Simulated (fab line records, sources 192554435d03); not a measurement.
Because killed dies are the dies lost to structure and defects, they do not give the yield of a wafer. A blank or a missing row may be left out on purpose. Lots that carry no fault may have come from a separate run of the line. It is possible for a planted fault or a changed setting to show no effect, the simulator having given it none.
Chamber matching + flow n5Finfet + N5_FIN_SAQP_ETCH_65 on rieSi-04 has 4 sister chambers
The step etches SiO2 in CF4, target depth 4 nm, time 4.4 s. 8 wafers are shown with their chamber, then 12 later ones without.

EACH WAFER AND ITS CHAMBER
| wafer  | chamber | throttleValvePct (%) | drypumpMotorCurrentA (A) |
|--------|---------|----------------------|--------------------------|
| L081.3 | 2       | 21.58                | 5.3                      |
| L081.5 | 0       | 21.72                | 5.9                      |
| L084.2 | 1       | 21.73                | 5.9                      |
| L086.1 | 0       | 21.72                | 5.9                      |
| L086.4 | 2       | 21.58                | 5.2                      |
| L088.1 | 1       | 21.72                | 5.9                      |
| L088.4 | 3       | 21.68                | 5.6                      |
| L088.6 | 3       | 21.68                | 5.7                      |

WAFERS WITH NO CHAMBER GIVEN
| wafer  | throttleValvePct (%) | drypumpMotorCurrentA (A) |
|--------|----------------------|--------------------------|
| L089.3 | 21.71                | 5.9                      |
| L089.4 | 21.69                | 5.7                      |
| L089.6 | 21.72                | 5.9                      |
| L094.2 | 21.68                | 5.7                      |
| L094.4 | 21.72                | 5.9                      |
| L094.5 | 21.73                | 5.9                      |
| L096.2 | 21.72                | 5.9                      |
| L096.4 | 21.68                | 5.7                      |
| L096.6 | 21.72                | 5.9                      |
| L097.1 | 21.61                | 5.2                      |
| L097.2 | 21.68                | 5.7                      |
| L097.5 | 21.73                | 5.8                      |

WHICH CHAMBER EACH WENT THROUGH
| wafer  | from the rows above     | in truth |
|--------|-------------------------|----------|
| L089.3 | can't be placed: 0 or 1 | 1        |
| L089.4 | 3                       | 3        |
| L089.6 | can't be placed: 0 or 1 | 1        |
| L094.2 | 3                       | 3        |
| L094.4 | can't be placed: 0 or 1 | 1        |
| L094.5 | can't be placed: 1 or 0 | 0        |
| L096.2 | can't be placed: 0 or 1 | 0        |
| L096.4 | 3                       | 3        |
| L096.6 | can't be placed: 0 or 1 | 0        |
| L097.1 | 2                       | 2        |
| L097.2 | 3                       | 3        |
| L097.5 | can't be placed: 1 or 0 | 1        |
Correct placement for 5 of the 12. Cannot be placed on the basis of these rows: 7; the candidates contain the true chamber in 7. Number placed wrongly: 0.
How it was worked out, from the rows above alone: a wafer's distance from a chamber is the root of the sum, over the readings, of the square of ((its reading less the chamber's mean) divided by the reading's scatter). The wafer belongs to the nearest chamber; if the next one is less than 2 further off, it can't be placed. For every chamber, the mean is computed from those of its wafers that are shown. The scatter: the root of (the sum of the squares of (reading less its chamber's mean) over the shown wafers, divided by (wafers less chambers)).
